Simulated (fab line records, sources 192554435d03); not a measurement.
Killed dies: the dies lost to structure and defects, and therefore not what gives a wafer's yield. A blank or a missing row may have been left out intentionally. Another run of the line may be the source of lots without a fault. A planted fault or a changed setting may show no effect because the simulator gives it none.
fab line records || flow n5-finfet
[record] {"lots": 4, "wafers": 10, "last-day": 18}
route steps=1938 shown BEOL_M9@1461 BEOL_M10@1470
lots that met no fault: from a run of the same line without faults
start-h: the number of hours between the record's first day and the start of the first shown wafer of the lot || wait-h: hours from the lot's prior step to this one || " same as the row above || L1.1+2: a row that stands for several wafers || - no value, or no start given || * or withheld: withheld || < > ~ a bound
route shown NAME@n: NAME is a module with steps in the file, n the number in the route of the first one || usual: average and standard deviation across the fault-free wafers || same: alike in all rows || chamber/n: place in a boat || sites: each site's reading || _std_site: the values' standard deviation || _edge_site: inner sites' mean taken away from outer sites' mean || radius-mm: how far each site lies from the wafer's centre || mask NAME#n: copy n || behind: the last tool/chamber to shape the wafer || hold: reason for holding the lot/hours on hold/outcome of the hold || device: which transistor (n, p or np) failed to switch || end of line: the tests these same wafers got at the end of their route || a step with no rows: only its recipe || killed: dies lost to structure and defects at the first sort, not the wafer's yield || map: the dies of a wafer, with x for killed, . for not killed, _ for no die there
set.NAME: the setting as run; set.NAME@STEP: as run at that earlier step || model.NAME: the simulator's own value behind a step, which no gauge read
a table for each step, a row for each wafer; lots at some steps of the route
services: when a tool's chamber went out of use (start-h, in hours from the record's first day, below 0 if earlier), for how many hours, and the reason
[[steps]]
[step N5_BEOL_M9_SPUTTER_48]
[recipe] {"material": "Cu", "target-thk-a": 120, "temp-c": -20, "bias-v": 60, "power-w": 26000, "chamber-pressure-pa": 0.13, "time-s": 2}
[step N5_BEOL_M9_ECD_50]
[recipe] {"material": "Cu", "target-thk-a": 3180}
[step N5_BEOL_M9_ANNEAL_51]
[recipe] {"temp-c": 225, "time-s": 90, "ambient": "N2"}
[step N5_BEOL_M9_CMP_52]
[recipe] {"stop-on": "SiCOH_lowk", "t-overpolish-s": 7, "down-force-psi": 1, "platen-rpm": 50, "clearing-platen-down-force-psi": 1.5, "clearing-platen-rpm": 50, "post-cmp-clean": "cu-alkaline", "target-thk-nm": 140, "clearing-platen-pad-velocity-m-s": 0.99484, "pad-velocity-m-s": 0.99484}
[step N5_BEOL_M9_PRE_CLEAN_55]
[recipe] {"gas": "NH3", "time-s": 15, "temp-c": "withheld", "rf-power-w": 300}
[step N5_BEOL_M9_DEP_56]
[recipe] {"material": "SiCN", "target-thk-a": 150, "temp-c": "withheld", "precursor": "3MS/NH3", "pressure-torr": 3, "rf-w": 202, "time-s": 26.5}
[step N5_BEOL_M10_ILD_DEP_00]
[recipe] {"material": "SiCOH_lowk", "target-thk-a": 3085.1, "temp-c": 300, "precursor": "DEMS/porogen", "pressure-torr": 5, "rf-w": 500, "time-s": 58}
[step N5_BEOL_M10_CURE_71]
[recipe] {"temp-c": 385, "time-s": 240, "ambient": "He/Ar", "material": "SiCOH_lowk"}
[step N5_BEOL_M10_PECVD_70]
[recipe] {"material": "SiO2", "target-thk-a": 200, "temp-c": 400, "precursor": "TEOS/O2", "pressure-torr": 5.5, "rf-w": 450, "teos-flow-sccm": 53.8, "gas": "O2", "flow-sccm": 3000, "time-s": 22.7}
[usual] {"chamber-pressure-Torr": "5.500/0.012", "heater-power-w": "691/83", "showerhead-plenum-p-Torr": "8.79/0.048", "throttle-valve-pct": "22.9/0.89"}
{"lot.wafer": "L415.3", "tool": "pecvd-03", "chamber": 0, "start-h": 298.58, "wait-h": 0.0, "chamber-pressure-Torr": 5.495, "heater-power-w": 630, "showerhead-plenum-p-Torr": 8.83, "throttle-valve-pct": 24.6, "model.SiO2_of_BEOL_M10_PECVD_70.thk-nm": 19.8}
{"lot.wafer": "L415.5", "tool": "pecvd-03", "chamber": 0, "start-h": 298.58, "wait-h": 0.0, "chamber-pressure-Torr": 5.497, "heater-power-w": 606, "showerhead-plenum-p-Torr": 8.82, "throttle-valve-pct": 24.9, "model.SiO2_of_BEOL_M10_PECVD_70.thk-nm": 20}
{"lot.wafer": "L415.6", "tool": "pecvd-03", "chamber": 1, "start-h": 298.58, "wait-h": 0.0, "chamber-pressure-Torr": 5.484, "heater-power-w": 798, "showerhead-plenum-p-Torr": 8.85, "throttle-valve-pct": 22.3, "model.SiO2_of_BEOL_M10_PECVD_70.thk-nm": 20.4}
{"lot.wafer": "L417.1", "tool": "pecvd-03", "chamber": 0, "start-h": 300.52, "wait-h": 0.0, "chamber-pressure-Torr": 5.485, "heater-power-w": 660, "showerhead-plenum-p-Torr": 8.85, "throttle-valve-pct": 25.2, "model.SiO2_of_BEOL_M10_PECVD_70.thk-nm": 19.8}
{"lot.wafer": "L417.2", "tool": "pecvd-03", "chamber": 2, "start-h": 300.52, "wait-h": 0.0, "chamber-pressure-Torr": 5.500, "heater-power-w": 621, "showerhead-plenum-p-Torr": 8.84, "throttle-valve-pct": 22.6, "model.SiO2_of_BEOL_M10_PECVD_70.thk-nm": 23.8}
{"lot.wafer": "L421.2", "tool": "pecvd-03", "chamber": 0, "start-h": 334.29, "wait-h": 0.0, "chamber-pressure-Torr": 5.509, "heater-power-w": 614, "showerhead-plenum-p-Torr": 8.82, "throttle-valve-pct": 24.8, "model.SiO2_of_BEOL_M10_PECVD_70.thk-nm": 23.6}
{"lot.wafer": "L421.3", "tool": "pecvd-03", "chamber": 2, "start-h": 334.29, "wait-h": 0.0, "chamber-pressure-Torr": 5.489, "heater-power-w": 599, "showerhead-plenum-p-Torr": 8.84, "throttle-valve-pct": 22.7, "model.SiO2_of_BEOL_M10_PECVD_70.thk-nm": 23.8}
{"lot.wafer": "L424.2", "tool": "pecvd-04", "chamber": 2, "start-h": 363.84, "wait-h": 0.0, "chamber-pressure-Torr": 5.490, "heater-power-w": 746, "showerhead-plenum-p-Torr": 8.72, "throttle-valve-pct": 23.1, "model.SiO2_of_BEOL_M10_PECVD_70.thk-nm": 19.8}
{"lot.wafer": "L424.4", "tool": "pecvd-04", "chamber": 2, "start-h": 363.84, "wait-h": 0.0, "chamber-pressure-Torr": 5.500, "heater-power-w": 732, "showerhead-plenum-p-Torr": 8.72, "throttle-valve-pct": 23.1, "model.SiO2_of_BEOL_M10_PECVD_70.thk-nm": 20}
{"lot.wafer": "L424.6", "tool": "pecvd-04", "chamber": 1, "start-h": 363.84, "wait-h": 0.0, "chamber-pressure-Torr": 5.478, "heater-power-w": 676, "showerhead-plenum-p-Torr": 8.79, "throttle-valve-pct": 22.6, "model.SiO2_of_BEOL_M10_PECVD_70.thk-nm": 19.8}
[step N5_BEOL_M10_HM_DEP_02]
[recipe] {"material": "TiN", "target-thk-a": 200, "temp-c": 25, "chamber-pressure-pa": 0.49996}
[step N5_BEOL_M10_COAT_59]
[recipe] {"resist": "SOC", "temp-c": 250, "time-s": 60, "spin-rpm": 1500, "resist-thk-nm": 100}
[step N5_BEOL_M10_COAT_60]
[recipe] {"resist": "SiARC", "temp-c": 220, "time-s": 60, "spin-rpm": 1500, "resist-thk-nm": 30}
[step N5_BEOL_M10_COAT_05]
[recipe] {"resist": "CAR-ArF", "spin-rpm": 1500, "resist-thk-nm": 90}
[step N5_BEOL_M10_EBR_07]
[recipe] {"solvent": "PGMEA", "ebr-width-mm": 1.5}
[step N5_BEOL_M10_SOFTBAKE_06]
[recipe] {"temp-c": 110, "time-s": 60, "resist": "CAR-ArF"}
[step N5_BEOL_M10_EXPOSE_08]
[recipe] {"mask-id": "M10", "na": 1.35, "source-shape": "dipole", "sigma-inner": 0.411, "sigma-outer": 0.611, "polarization": "te", "dose-mj": 53.75}
[step N5_BEOL_M10_PEB_09]
[recipe] {"peb-temp-c": "withheld", "peb-time-s": 60, "resist": "CAR-ArF"}
[step N5_BEOL_M10_DEVELOP_10]
[recipe] {"develop-time-s": 30, "developer": "TMAH", "resist": "CAR-ArF", "rinse-liquid": "diw", "dry": "air-spin", "dev-temp-c": 23}
[step N5_BEOL_M10_DESCUM_16]
[recipe] {"chemistry": "O2", "time-s": 7.9, "source-power-w": 50, "bias-power-w": 20, "pressure-mtorr": 20, "rf-frequency-hz": 2.712e+07, "temp-c": 40, "resist": "CAR-ArF", "o2-flow-sccm": 225}
[step N5_BEOL_M10_ETCH_61]
[recipe] {"chemistry": "CF4", "target": "SiARC", "target-depth-a": 390, "mask-material": "CAR-ArF", "time-s": 65, "ion-energy-ev": 80, "pressure-mtorr": 40, "source-w": 545, "bias-w": 36, "Ar_flow_sccm": 100, "cf4-flow-sccm": 100, "ends": "cleared"}
[step N5_BEOL_M10_ETCH_62]
[recipe] {"chemistry": "N2/H2", "target": "SOC", "target-depth-a": 1100, "overetch-a": 220, "mask-material": "SiARC", "temp-c": 40, "time-s": 165, "ion-energy-ev": 200, "pressure-mtorr": 30, "source-w": 840, "bias-w": 150, "n2-flow-sccm": 200, "h2-flow-sccm": 200}
[step N5_BEOL_M10_STRIP_68]
[recipe] {"chemistry": "N2/H2", "temp-c": 40, "n2-flow-sccm": 200, "h2-flow-sccm": 200, "rf-frequency-hz": 6e+07}
[step N5_BEOL_M10_STRIP_67]
[recipe] {"chemistry": "CF4", "resist": "SiARC", "power-w": 300, "bias-power-w": 75, "pressure-mtorr": 50, "cf4-flow-sccm": 150, "rf-frequency-hz": 6e+07}
[step N5_BEOL_M10_HM_OPEN_17]
[recipe] {"chemistry": "Cl2/BCl3", "target-depth-a": 200, "overetch-a": 60, "target": "TiN", "mask-material": "SOC", "ion-energy-ev": 150, "pressure-mtorr": 10, "icp-w": 1000, "bias-w": 126, "Cl2_flow_sccm": 53.25, "bcl3-flow-sccm": 21.75, "Ar_flow_sccm": 25}
[step N5_BEOL_M10_STRIP_19]
[recipe] {"chemistry": "O2", "power-w": 400, "temp-c": 40, "pressure-mtorr": 30, "rf-frequency-hz": 6e+07, "bias-power-w": 0, "overash-fraction": 0.2, "o2-flow-sccm": 225}
[step N5_BEOL_M10_COAT_63]
[recipe] {"resist": "SOC", "temp-c": 250, "time-s": 60, "spin-rpm": 1500, "resist-thk-nm": 100}
[step N5_BEOL_M10_COAT_64]
[recipe] {"resist": "SiARC", "temp-c": 220, "time-s": 60, "spin-rpm": 1500, "resist-thk-nm": 30}
[step N5_BEOL_M10_COAT_22]
[recipe] {"resist": "CAR-ArF", "spin-rpm": 1500, "resist-thk-nm": 90}
[step N5_BEOL_M10_EBR_24]
[recipe] {"solvent": "PGMEA", "ebr-width-mm": 1.5}
[step N5_BEOL_M10_SOFTBAKE_23]
[recipe] {"temp-c": 110, "time-s": 60, "resist": "CAR-ArF"}
[step N5_BEOL_M10_EXPOSE_25]
[recipe] {"mask-id": "V9", "na": 1.35, "source-shape": "annular", "sigma-inner": 0.5, "sigma-outer": 0.8, "polarization": "unpolarized", "dose-mj": 85.5}
[step N5_BEOL_M10_PEB_26]
[recipe] {"peb-temp-c": "withheld", "peb-time-s": 60, "resist": "CAR-ArF"}
[step N5_BEOL_M10_DEVELOP_27]
[recipe] {"develop-time-s": 30, "developer": "TMAH", "resist": "CAR-ArF", "rinse-liquid": "diw", "dry": "air-spin", "dev-temp-c": 23}
[step N5_BEOL_M10_HM_STRIP_39]
[recipe] {"chemistry": "peroxide-tin-strip", "material": "TiN", "target-depth-a": 250, "temp-c": 50, "time-s": 158}
{"lot.wafer": "L415.3", "tool": "wet-bench-04", "chamber": 6, "start-h": 300.93, "wait-h": 0.0, "model.SiO2_of_BEOL_M10_PECVD_70.thk-nm": 19.6}
{"lot.wafer": "L415.5", "tool": "wet-bench-04", "chamber": 0, "start-h": 300.93, "wait-h": 0.0, "model.SiO2_of_BEOL_M10_PECVD_70.thk-nm": 19.8}
{"lot.wafer": "L415.6", "tool": "wet-bench-04", "chamber": 1, "start-h": 300.93, "wait-h": 0.0, "model.SiO2_of_BEOL_M10_PECVD_70.thk-nm": 20.2}
{"lot.wafer": "L417.1", "tool": "wet-bench-04", "chamber": 0, "start-h": 306.02, "wait-h": 0.0, "model.SiO2_of_BEOL_M10_PECVD_70.thk-nm": 19.6}
{"lot.wafer": "L417.2", "tool": "wet-bench-04", "chamber": 1, "start-h": 306.02, "wait-h": 0.0, "model.SiO2_of_BEOL_M10_PECVD_70.thk-nm": 23.6}
{"lot.wafer": "L421.2", "tool": "wet-bench-03", "chamber": 1, "start-h": 337.72, "wait-h": 0.0, "model.SiO2_of_BEOL_M10_PECVD_70.thk-nm": 23.4}
{"lot.wafer": "L421.3", "tool": "wet-bench-03", "chamber": 3, "start-h": 337.72, "wait-h": 0.0, "model.SiO2_of_BEOL_M10_PECVD_70.thk-nm": 23.6}
{"lot.wafer": "L424.2+6", "tool": "wet-bench-01", "chamber": "4,6", "start-h": 366.97, "wait-h": 0.0, "model.SiO2_of_BEOL_M10_PECVD_70.thk-nm": 19.6}
{"lot.wafer": "L424.4", "tool": "wet-bench-01", "chamber": 3, "start-h": 366.97, "wait-h": 0.0, "model.SiO2_of_BEOL_M10_PECVD_70.thk-nm": 19.8}
[step N5_BEOL_M10_CMP_52]
[recipe] {"stop-on": "SiCOH_lowk", "t-overpolish-s": 7, "down-force-psi": 1, "platen-rpm": 50, "clearing-platen-down-force-psi": 1.5, "clearing-platen-rpm": 50, "post-cmp-clean": "cu-alkaline", "target-thk-nm": 140, "clearing-platen-pad-velocity-m-s": 0.99484, "pad-velocity-m-s": 0.99484}
[usual] {"barrier-field-endpoint-s": "28.7/0.68", "clearing-platen-down-force-psi": "1.5003/0.003", "motor-current-A": "6.1/0.51"}
{"lot.wafer": "L415.3", "tool": "cmp-03", "chamber": 2, "start-h": 302.94, "wait-h": 0.3, "barrier-field-endpoint-s": 29.0, "clearing-platen-down-force-psi": 1.4953, "motor-current-A": 5.2}
{"lot.wafer": "L415.6", "tool": "cmp-03", "chamber": 3, "start-h": 302.94, "wait-h": 0.3, "barrier-field-endpoint-s": 29.8, "clearing-platen-down-force-psi": 1.5001, "motor-current-A": 5.3}
{"lot.wafer": "L415.5", "tool": "cmp-03", "chamber": 0, "start-h": 302.94, "wait-h": 0.3, "barrier-field-endpoint-s": 29.3, "clearing-platen-down-force-psi": 1.5025, "motor-current-A": 6.8}
{"lot.wafer": "L417.2", "tool": "cmp-04", "chamber": 0, "start-h": 308.34, "wait-h": 0.2, "barrier-field-endpoint-s": 34.1, "clearing-platen-down-force-psi": 1.5043, "motor-current-A": 5.9}
{"lot.wafer": "L417.1", "tool": "cmp-04", "chamber": 1, "start-h": 308.34, "wait-h": 0.2, "barrier-field-endpoint-s": 29.0, "clearing-platen-down-force-psi": 1.5019, "motor-current-A": 6.0}
{"lot.wafer": "L421.3", "tool": "cmp-03", "chamber": 3, "start-h": 340.71, "wait-h": 0.2, "barrier-field-endpoint-s": 33.5, "clearing-platen-down-force-psi": 1.4979, "motor-current-A": 5.4}
{"lot.wafer": "L421.2", "tool": "cmp-03", "chamber": 1, "start-h": 340.71, "wait-h": 0.2, "barrier-field-endpoint-s": 33.8, "clearing-platen-down-force-psi": 1.4978, "motor-current-A": 5.7}
{"lot.wafer": "L424.2", "tool": "cmp-03", "chamber": 1, "start-h": 369.03, "wait-h": 0.2, "barrier-field-endpoint-s": 28.6, "clearing-platen-down-force-psi": 1.5016, "motor-current-A": 6.1}
{"lot.wafer": "L424.4", "tool": "cmp-03", "chamber": 3, "start-h": 369.03, "wait-h": 0.2, "barrier-field-endpoint-s": 27.8, "clearing-platen-down-force-psi": 1.5030, "motor-current-A": 5.2}
{"lot.wafer": "L424.6", "tool": "cmp-03", "chamber": 0, "start-h": 369.03, "wait-h": 0.2, "barrier-field-endpoint-s": 28.9, "clearing-platen-down-force-psi": 1.4967, "motor-current-A": 6.9}
[[services]]
{"tool": "pecvd-03", "chamber": 1, "start-h": 304.93, "hours": 5.0, "kind": "scheduled-down"}
{"tool": "cmp-03", "chamber": "-", "start-h": 323.45, "hours": 5.2, "kind": "pm"}
{"tool": "cmp-04", "chamber": "-", "start-h": 362.63, "hours": 4.3, "kind": "pm"}
[[key]]
[first-sign] {"step": "N5_BEOL_M10_CMP_52", "reading": "barrier-field-endpoint-s", "direction": "up", "sigmas": 7.4, "usual": 28.7, "struck": 33.8}
effect none on later readings
[model-effect] {"step": "N5_BEOL_M10_PECVD_70", "value": "SiO2_of_BEOL_M10_PECVD_70.thk-nm", "without": 19.73, "struck": 23.73}
[model-effect] {"step": "N5_BEOL_M10_HM_STRIP_39", "value": "SiO2_of_BEOL_M10_PECVD_70.thk-nm", "without": 19.73, "struck": 23.53}
met-at N5_BEOL_M10_PECVD_70
struck-wafers L417.2,L421.2,L421.3
onset-between 298.58 300.52
[fault] {"kind": "process-parameter-drift", "tool": "pecvd-03", "chamber": "-", "onset-h": 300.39, "steps": "N5_BEOL_M10_PECVD_70", "channel": "time-s", "offset": "*", "shape": "step", "end-h": 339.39, "scope": "struck-wafers-only", "acts-in": "*", "stated": "*"}
